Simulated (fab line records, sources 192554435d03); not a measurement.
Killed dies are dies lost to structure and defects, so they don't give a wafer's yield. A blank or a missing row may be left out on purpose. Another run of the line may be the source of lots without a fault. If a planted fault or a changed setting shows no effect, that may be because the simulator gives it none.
Chamber matching	flow n5-finfet	N5_BEOL_M3_PECVD_72 on pecvd-02: 3 sister chambers
The step deposits SiO2 from TEOS/O2, target thk 16 nm, time 18 s. 6 wafers are shown with their chamber, then 9 later ones without.

WAFERS, EACH WITH ITS CHAMBER
wafer	chamber	throttle-valve-pct (%)	heater-power-w (W)
L080.6	0	22.3	601
L081.4	0	22.4	546
L081.5	1	23.2	690
L085.1	2	19.7	878
L085.5	1	22.9	618
L085.6	2	20.0	877

WAFERS WHOSE CHAMBER IS MISSING
wafer	throttle-valve-pct (%)	heater-power-w (W)
L088.1	20.1	858
L088.4	22.9	657
L088.5	22.2	606
L090.3	20.0	917
L090.5	22.3	592
L090.6	19.8	896
L092.2	20.1	905
L092.4	22.3	577
L092.6	19.6	926

WHICH CHAMBER EACH ONE RAN IN
wafer	from the rows above	in truth
L088.1	2	2
L088.4	1	1
L088.5	0	0
L090.3	2	2
L090.5	0	0
L090.6	2	2
L092.2	2	2
L092.4	0	0
L092.6	2	2
Correctly placed: 9 of 9. From these rows, 0 cannot be placed. Wrongly placed: 0.
How it was worked out, from the rows above alone: a wafer's distance from a chamber is the root of the sum, over the readings, of the square of ((its reading less the chamber's mean) divided by the reading's scatter). If the next closest chamber is less than 2 further off than the closest, the wafer can't be placed; otherwise it belongs to the closest. Each chamber's mean is taken over the wafers shown for it. The scatter: take each reading less its chamber's mean, square it, sum over the shown wafers, divide by the number of wafers less the number of chambers, and take the root.
